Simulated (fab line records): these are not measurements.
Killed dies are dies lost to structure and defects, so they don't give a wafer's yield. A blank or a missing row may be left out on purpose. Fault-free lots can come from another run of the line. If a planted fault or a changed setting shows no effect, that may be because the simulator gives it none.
fab line records -- flow nand-harc -- part 2 of 2: steps 5 to 6 of 6
[record] lots = 22, wafers = 66, last-day = 34
route steps=1302 shown A_STAIRCASE@711
lots that met no fault: taken from a fault-free run of the same line
start-h: the number of hours between the record's first day and the start of the first shown wafer of the lot -- wait-h: hours since the lot's step before -- " as in the row above -- L1.1+2: a single row standing in for several wafers -- - no value, or no start was given -- * or withheld: withheld -- < > ~ a bound
route shown NAME@n: a module of which the file shows steps, and the number in the route of the first -- usual: mean and standard deviation over wafers with no fault -- same: alike in all rows -- chamber/n: place in a boat -- sites: readings site by site -- _std_site: standard deviation of those values -- _edge_site: inner sites' mean taken away from outer sites' mean -- radius-mm: for every site, how far away it sits from the centre of the wafer -- mask NAME#n: copy n -- behind: the tool/chamber that last shaped the wafer -- hold: reason for holding the lot/hours on hold/outcome of the hold -- device: the n, p or np transistor that did not switch -- end of line: the same wafers' tests at the end of the route -- where a step has no rows: the recipe by itself -- killed: dies that structure and defects cost at the first sort, which is not the same as the wafer's yield -- map: per-die view of a wafer (x killed, . not killed, _ where there is no die)
set.NAME: setting as actually run; set.NAME@STEP: the setting as run at that earlier step -- model.NAME: the simulator's own value behind a step, which no gauge read
route steps across a sampled set of lots; one table per step, one row per wafer
services: a tool's chamber out of use, with start hour (start-h, from the record's first day; less than 0 if before it), hours out, and reason
[[steps]]
[step NHARC_A_STAIRCASE_STRIP_274]
[recipe] o2-flow-sccm = 500, ar-flow-sccm = 0, bias-w = 0, chemistry = O2
[usual] drypump-motor-current-A = 5.78/0.26, oes-product-au = 1.002/0.009, rf-vpp-V = 57.6/0.85, showerhead-plenum-p-Torr = 3.46/0.15, throttle-valve-pct = 17.037/0.0099
[same] bias-w = 0
lot.wafer,tool,chamber,start-h,wait-h,drypump-motor-current-A,oes-product-au,rf-hours-counter-h,rf-vpp-V,showerhead-plenum-p-Torr,throttle-valve-pct
L074.4,rie-diel-08,3,-,-,5.92,1.002,50,56.6,3.45,17.031
L074.5,rie-diel-08,1,-,-,5.51,1.002,-,59.6,3.77,17.018
L074.6,rie-diel-08,2,-,-,5.84,1.008,-,56.0,3.36,17.029
L075.1,rie-diel-01,2,-,-,6.14,1.003,57,57.2,3.38,17.041
L075.6,rie-diel-01,1,-,-,6.09,0.997,-,58.2,3.47,17.039
L075.5,rie-diel-01,2,-,-,6.11,0.995,-,56.2,3.38,17.045
L076.1,rie-diel-08,1,382.89,-,5.47,1.004,1,58.1,3.77,17.035
L076.2,rie-diel-08,3,382.89,-,5.93,1.005,1,57.9,3.45,17.046
L076.5,rie-diel-08,1,382.89,-,5.50,1.006,-,56.5,3.77,17.032
L077.1,rie-diel-08,0,-,-,5.76,0.996,11,57.4,3.29,17.020
L077.4,rie-diel-08,1,-,-,5.51,1.007,-,58.9,3.76,17.038
L077.6,rie-diel-08,0,-,-,5.79,0.987,-,57.0,3.29,17.051
L078.1,rie-diel-08,0,-,-,5.74,0.982,12,57.0,3.29,17.053
L078.3,rie-diel-08,2,-,-,5.85,1.003,12,56.5,3.36,17.060
L078.6,rie-diel-08,0,-,-,5.78,0.998,-,58.1,3.29,17.044
L079.1,rie-diel-01,2,-,-,6.13,1.004,5,57.4,3.38,17.050
L079.3,rie-diel-01,0,-,-,5.47,0.990,6,59.4,3.46,17.039
L079.5,rie-diel-01,2,-,-,6.13,1.011,-,57.6,3.38,17.042
L081.1,rie-diel-08,3,-,-,5.96,0.997,16,56.1,3.44,17.048
L081.3,rie-diel-08,0,-,-,5.76,0.989,19,58.5,3.29,17.021
L081.5,rie-diel-08,2,-,-,5.88,1.001,-,57.0,3.35,17.025
L083.4,rie-diel-10,2,-,-,5.17,1.010,7,57.9,3.54,17.031
L083.2,rie-diel-10,3,-,-,6.00,1.007,5,56.8,3.53,17.040
L083.1,rie-diel-10,1,-,-,5.58,1.010,8,58.8,3.80,17.036
L082.4,rie-diel-10,3,-,-,6.00,0.998,7,58.2,3.53,17.041
L082.2,rie-diel-10,0,-,-,5.85,1.014,6,57.3,3.48,17.030
L082.5,rie-diel-10,1,-,-,5.58,1.003,-,58.2,3.80,17.041
L084.2,rie-diel-10,2,-,-,5.22,1.004,14,58.2,3.53,17.028
L084.6,rie-diel-10,3,-,-,6.01,1.006,-,58.5,3.53,17.026
L084.5,rie-diel-10,0,-,-,5.86,1.009,-,57.8,3.47,17.040
L085.3,rie-diel-01,2,-,-,6.14,0.996,30,56.4,3.36,17.038
L085.6,rie-diel-01,1,-,-,6.08,1.006,-,57.8,3.45,17.055
L085.5,rie-diel-01,2,-,-,6.14,0.993,-,57.5,3.36,17.027
L086.2,rie-diel-01,1,-,-,6.09,1.007,45,56.8,3.45,17.033
L086.6,rie-diel-01,0,-,-,5.50,0.998,-,58.8,3.44,17.029
L086.5,rie-diel-01,1,-,-,6.08,1.019,-,57.1,3.45,17.043
L087.1,rie-diel-08,1,-,-,5.49,1.023,41,57.4,3.75,17.022
L087.5,rie-diel-08,3,-,-,5.95,1.001,-,58.0,3.43,17.039
L087.6,rie-diel-08,0,-,-,5.73,0.978,-,57.1,3.28,17.030
L088.3,rie-diel-01,2,-,-,6.13,0.995,43,57.9,3.36,17.038
L088.6,rie-diel-01,0,-,-,5.47,0.990,-,57.9,3.43,17.017
L088.5,rie-diel-01,1,-,-,6.10,1.000,-,58.9,3.45,17.047
L089.1,rie-diel-10,0,-,-,5.83,1.003,25,57.2,3.47,17.050
L089.3,rie-diel-10,3,-,-,6.00,1.013,25,57.3,3.52,17.025
L089.5,rie-diel-10,0,-,-,5.85,0.998,-,57.8,3.47,17.040
L090.2,rie-diel-08,3,-,-,5.91,0.995,49,57.1,3.42,17.045
L090.1,rie-diel-08,2,-,-,5.89,0.991,52,57.5,3.34,17.040
L090.6,rie-diel-08,0,-,-,5.76,1.001,-,57.2,3.27,17.042
L092.3,rie-diel-01,1,-,-,6.08,1.009,64,57.4,3.44,17.037
L092.2,rie-diel-01,2,-,-,6.11,0.994,53,57.5,3.35,17.047
L092.4,rie-diel-01,0,-,-,5.50,0.982,65,57.9,3.43,17.018
L093.2,rie-diel-10,2,-,-,5.19,1.004,47,58.0,3.51,17.043
L093.6,rie-diel-10,3,-,-,6.01,0.999,-,58.3,3.51,17.026
L093.5,rie-diel-10,0,-,-,5.84,1.005,-,57.0,3.46,17.027
L095.1,rie-diel-01,1,-,-,6.10,1.001,1,56.7,3.44,17.027
L095.3,rie-diel-01,3,-,-,5.66,0.992,1,56.6,3.38,17.031
L095.6,rie-diel-01,1,-,-,6.09,1.013,-,57.9,3.44,17.035
L094.4,rie-diel-01,0,-,-,5.47,0.993,2,57.5,3.42,17.023
L094.2,rie-diel-01,3,-,-,5.64,0.987,2,58.5,3.38,17.034
L094.5,rie-diel-01,1,-,-,6.08,1.004,-,58.2,3.44,17.025
L096.1,rie-diel-01,1,-,-,6.08,1.015,13,57.1,3.43,17.023
L096.3,rie-diel-01,2,-,-,6.11,0.994,13,56.4,3.34,17.047
L096.2,rie-diel-01,3,-,-,5.70,0.988,9,58.2,3.37,17.045
L097.1,rie-diel-01,1,-,-,6.09,0.996,21,56.6,3.43,17.037
L097.3,rie-diel-01,2,-,-,6.09,0.988,20,57.0,3.34,17.035
L097.2,rie-diel-01,3,-,-,5.63,0.985,14,57.1,3.37,17.053
[step NHARC_A_STAIRCASE_STRIP_295]
[recipe] o2-flow-sccm = 500, ar-flow-sccm = 0, bias-w = 0, chemistry = O2
[usual] drypump-motor-current-A = 5.74/0.27, oes-product-au = 1.002/0.01, rf-vpp-V = 57.7/0.91, showerhead-plenum-p-Torr = 3.48/0.14, throttle-valve-pct = 17.037/0.0092
[same] bias-w = 0
lot.wafer,tool,chamber,start-h,wait-h,drypump-motor-current-A,oes-product-au,rf-hours-counter-h,rf-vpp-V,showerhead-plenum-p-Torr,throttle-valve-pct
L074.4,rie-diel-10,0,-,-,5.84,1.002,33,57.4,3.49,17.033
L074.6,rie-diel-10,3,-,-,6.02,1.021,-,59.1,3.54,17.039
L074.5,rie-diel-10,0,-,-,5.84,0.999,-,58.3,3.49,17.026
L075.1,rie-diel-08,1,-,-,5.50,1.023,2,57.2,3.77,17.028
L075.6,rie-diel-08,2,-,-,5.82,1.007,-,57.8,3.36,17.036
L075.5,rie-diel-08,3,-,-,5.93,1.003,-,58.8,3.45,17.040
L076.2,rie-diel-08,3,-,-,5.97,1.011,3,56.9,3.45,17.033
L076.1,rie-diel-08,0,-,-,5.76,0.997,3,56.6,3.30,17.020
L076.5,rie-diel-08,2,-,-,5.86,1.004,-,58.2,3.36,17.034
L077.4,rie-diel-01,2,-,-,6.12,0.991,7,58.8,3.38,17.032
L077.1,rie-diel-01,3,-,-,5.67,1.003,8,56.9,3.40,17.039
L077.6,rie-diel-01,0,-,-,5.48,0.971,-,58.6,3.46,17.045
L078.1,rie-diel-08,0,-,-,5.74,0.994,14,56.5,3.29,17.050
L078.3,rie-diel-08,1,-,-,5.52,1.010,15,58.9,3.76,17.048
L078.6,rie-diel-08,3,-,-,5.92,1.002,-,57.5,3.44,17.037
L079.1,rie-diel-10,0,-,-,5.83,0.990,48,57.3,3.48,17.025
L079.3,rie-diel-10,2,-,-,5.20,0.997,48,59.0,3.54,17.053
L079.5,rie-diel-10,0,-,-,5.86,0.991,-,57.9,3.48,17.054
L081.3,rie-diel-08,2,-,-,5.88,1.003,21,56.1,3.35,17.018
L081.1,rie-diel-08,0,-,-,5.76,0.985,20,56.9,3.29,17.035
L081.5,rie-diel-08,2,-,-,5.85,1.012,-,58.3,3.35,17.047
L083.2,rie-diel-08,3,-,-,5.95,1.002,25,56.2,3.44,17.036
L083.4,rie-diel-08,0,-,-,5.73,0.987,27,57.4,3.29,17.030
L083.1,rie-diel-08,1,-,-,5.49,1.012,28,59.2,3.75,17.043
L082.2,rie-diel-01,3,-,-,5.66,1.001,27,57.4,3.39,17.023
L082.4,rie-diel-01,0,-,-,5.49,0.995,36,57.0,3.44,17.027
L082.5,rie-diel-01,3,-,-,5.69,0.995,-,57.9,3.39,17.026
L084.2,rie-diel-08,3,-,-,5.93,1.000,31,55.8,3.43,17.036
L084.6,rie-diel-08,1,-,-,5.51,1.015,-,59.9,3.75,17.042
L084.5,rie-diel-08,2,-,-,5.87,1.017,-,55.4,3.35,17.026
L085.3,rie-diel-10,3,-,-,6.01,1.008,13,57.7,3.52,17.045
L085.5,rie-diel-10,1,-,-,5.59,1.006,-,59.6,3.80,17.051
L085.6,rie-diel-10,2,-,-,5.19,1.014,-,58.5,3.53,17.051
L086.2,rie-diel-10,0,-,-,5.86,1.005,18,58.5,3.47,17.033
L086.6,rie-diel-10,0,-,-,5.83,1.003,-,58.2,3.47,17.024
L086.5,rie-diel-10,1,-,-,5.60,1.002,-,57.7,3.80,17.039
L087.1,rie-diel-01,1,-,-,6.10,1.023,47,57.8,3.45,17.045
L087.6,rie-diel-01,0,-,-,5.45,0.993,-,56.0,3.43,17.029
L087.5,rie-diel-01,1,-,-,6.11,1.012,-,57.6,3.45,17.048
L088.3,rie-diel-10,0,-,-,5.84,0.997,27,57.3,3.47,17.045
L088.5,rie-diel-10,1,-,-,5.63,1.004,-,58.5,3.79,17.043
L088.6,rie-diel-10,2,-,-,5.20,1.013,-,58.3,3.52,17.044
L089.1,rie-diel-10,2,-,-,5.19,1.010,30,57.9,3.52,17.052
L089.3,rie-diel-10,1,-,-,5.63,1.001,31,58.1,3.79,17.045
L089.5,rie-diel-10,2,-,-,5.23,1.005,-,57.8,3.52,17.042
L090.2,rie-diel-01,1,-,-,6.11,1.008,61,58.8,3.44,17.038
L090.1,rie-diel-01,3,-,-,5.71,0.998,55,58.8,3.38,17.044
L090.6,rie-diel-01,1,-,-,6.08,1.015,-,56.9,3.44,17.038
L092.2,rie-diel-10,2,-,-,5.16,1.010,43,58.9,3.52,17.028
L092.3,rie-diel-10,3,-,-,6.00,0.998,40,56.0,3.51,17.033
L092.4,rie-diel-10,1,-,-,5.61,0.985,40,59.9,3.78,17.041
L093.2,rie-diel-01,1,-,-,6.07,1.009,3,57.6,3.44,17.043
L093.6,rie-diel-01,3,-,-,5.69,0.990,-,58.2,3.37,17.048
L093.5,rie-diel-01,0,-,-,5.48,0.998,-,57.9,3.42,17.019
L095.3,rie-diel-10,1,-,-,5.58,1.005,50,58.9,3.78,17.039
L095.1,rie-diel-10,2,-,-,5.20,1.009,52,57.7,3.51,17.027
L095.6,rie-diel-10,0,-,-,5.87,0.999,-,57.8,3.46,17.028
L094.4,rie-diel-10,1,-,-,5.62,1.005,51,58.5,3.78,17.027
L094.2,rie-diel-10,2,-,-,5.21,1.016,53,56.0,3.51,17.046
L094.5,rie-diel-10,0,-,-,5.84,1.000,-,57.2,3.46,17.044
L096.3,rie-diel-10,1,-,-,5.61,1.005,54,58.3,3.78,17.038
L096.1,rie-diel-10,2,-,-,5.21,1.012,55,57.4,3.51,17.029
L096.2,rie-diel-10,3,-,-,5.99,1.011,51,57.5,3.50,17.041
L097.3,rie-diel-01,0,-,-,5.46,1.000,18,58.3,3.41,17.042
L097.1,rie-diel-01,1,-,-,6.12,1.002,24,57.8,3.42,17.033
L097.2,rie-diel-01,3,-,-,5.63,0.990,17,58.5,3.37,17.035
[[services]]
tool,chamber,start-h,hours,kind
rie-diel-08,-,334.32,0.7,repair
rie-diel-08,0,349.19,9.5,repair
rie-diel-08,-,353.90,1.2,repair
rie-diel-10,0,354.49,-,clean
rie-diel-10,1,354.49,-,clean
rie-diel-10,2,354.49,-,clean
rie-diel-10,3,354.49,-,clean
rie-diel-08,-,370.53,9.0,pm
rie-diel-10,0,378.99,-,clean
rie-diel-10,1,378.99,-,clean
rie-diel-10,2,378.99,-,clean
rie-diel-10,3,378.99,-,clean
rie-diel-01,-,382.61,9.0,pm
rie-diel-10,1,393.31,7.2,repair
rie-diel-08,3,395.82,5.9,repair
rie-diel-10,0,404.38,-,clean
rie-diel-10,-,424.43,9.0,pm
rie-diel-01,2,443.63,9.3,repair
rie-diel-01,0,483.12,3.1,repair
rie-diel-08,-,549.95,9.0,pm
rie-diel-01,-,559.61,9.0,pm
rie-diel-08,3,561.34,3.8,repair
rie-diel-08,2,573.35,5.6,repair
rie-diel-10,-,601.44,9.0,pm
